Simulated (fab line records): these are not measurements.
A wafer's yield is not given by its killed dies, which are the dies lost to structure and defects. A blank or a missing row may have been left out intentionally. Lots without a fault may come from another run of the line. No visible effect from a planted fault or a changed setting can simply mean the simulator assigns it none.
Comparing a struck lot with a sound one || flow nand_harc || 14 out of 1302 route steps
Sound: wafers L950.1, L950.2, L950.5. Wafers L940.1, L940.4, L940.6 were the ones struck. The cause comes at the end.
Order at every step that has rows: each side's tool, ch and its chambers, its first start. Under that, the readings that differ: sound wafers || struck wafers || difference of the means || sigmas: that difference in standard deviations of wafers without a fault.
alike: same words and numbers on both sides, and readings whose means sit less than 2 such deviations apart. not compared: any withheld reading, any reading some wafer has no value for, any bound like >300 that may hide the same value, and any number with overlapping values for which the record gives no deviation.
A row with sigmas, a row that says differs or no value, or rows on one side alone: a step with any of these is where the two part. Non-overlapping numbers with no deviation appear without sigmas and do not part them. A reading missing from all wafers of one side parts the sides only when that side holds two or more wafers.

NHARC_P_CONTACT_INSPECT_14:
  struck on defect_inspect-01, day 9 06:25; sound on defect_inspect-02, day 13 09:28
  alike: raw_defect_count
NHARC_P_CONTACT_DESCUM_17: chemistry O2, time 3 s.
  sound on rie_diel-05 ch 0,2, day 13 09:32; struck on rie_diel-06 ch 0,2, day 9 06:28
  alike: drypump_motor_current_A, oes_product_au, rf_vpp_V, showerhead_plenum_p_Torr, throttle_valve_pct
  not compared: rf_hours_counter_h
NHARC_P_CONTACT_ETCH_35: etches the open film in CF4, target depth 39 nm, time 65 s.
  sound on rie_diel-05 ch 2,3, day 13 09:37; struck on rie_diel-06 ch 0,1,3, day 9 06:34
  alike: cf4_flow_sccm, drypump_motor_current_A, oes_product_au, rf_vpp_V, showerhead_plenum_p_Torr, throttle_valve_pct
  not compared: rf_hours_counter_h
NHARC_P_CONTACT_ETCH_36: etches the open film in N2/H2, target depth 260 nm, time 406.25 s.
  sound: rie_diel-05 ch 0,1,3; struck: rie_diel-06 ch 0,1
  alike: drypump_motor_current_A, oes_product_au, rf_vpp_V, showerhead_plenum_p_Torr, throttle_valve_pct
  not compared: rf_hours_counter_h
then, 2 steps without rows for these wafers: NHARC_P_CONTACT_ETCH_18 (etches the open film in C4F8/O2/Ar, target depth 481 nm, time 240.5 s); NHARC_P_CONTACT_STRIP_37 (strips in C4F8/O2/Ar).
NHARC_P_CONTACT_ETCH_31: etches the open film in CH3F/O2, target depth 30 nm, time 85.7 s.
  sound: rie_diel-05 ch 0,1; struck: rie_diel-06 ch 1,2
  alike: drypump_motor_current_A, oes_product_au, rf_vpp_V, showerhead_plenum_p_Torr, throttle_valve_pct
  not compared: rf_hours_counter_h
NHARC_P_CONTACT_CD_MEAS_19:
  struck on cd_sem-02, day 9 07:20; sound on cd_sem-02, day 13 10:24
  alike: cd_nm
then, 4 steps without rows for these wafers: NHARC_P_CONTACT_STRIP_28 (strips in O2); NHARC_P_CONTACT_STRIP_29 (strips in post etch residue remover, time 1200 s); NHARC_P_CONTACT_DEGAS_38 (time 60 s); NHARC_P_CONTACT_PRE_CLEAN_39 (time 19.5 s).
NHARC_P_CONTACT_PVD_32: deposits Ti, target thk 5 nm, time 17.7 s.
  struck on pvd_sputter-01, day 9 08:11; sound on pvd_sputter-02, day 13 11:14
  no value came back on the struck wafers for cathode_dc_power_W (W), chamber_pressure_pa (Pa), throttle_valve_pct (%); on the sound wafers cathode_dc_power_W (W) reads 5000.1 4999.3 4999.4
NHARC_P_CONTACT_ALD_22: deposits TiN, target thk 3 nm, pulse time 1 s, ald cycles 150.
  sound on ald_metal-01 ch 1,3, day 13 11:21; struck on ald_metal-04 ch 0,2,3, day 9 08:20
  alike: heater_power_w, precursor_pulse_height_rel

WHERE THEY PART
Within this record, at NHARC_P_CONTACT_PVD_32 only. Later steps at which nothing parts them and some readings are alike: NHARC_P_CONTACT_ALD_22.

WHY: the cause the simulator had injected
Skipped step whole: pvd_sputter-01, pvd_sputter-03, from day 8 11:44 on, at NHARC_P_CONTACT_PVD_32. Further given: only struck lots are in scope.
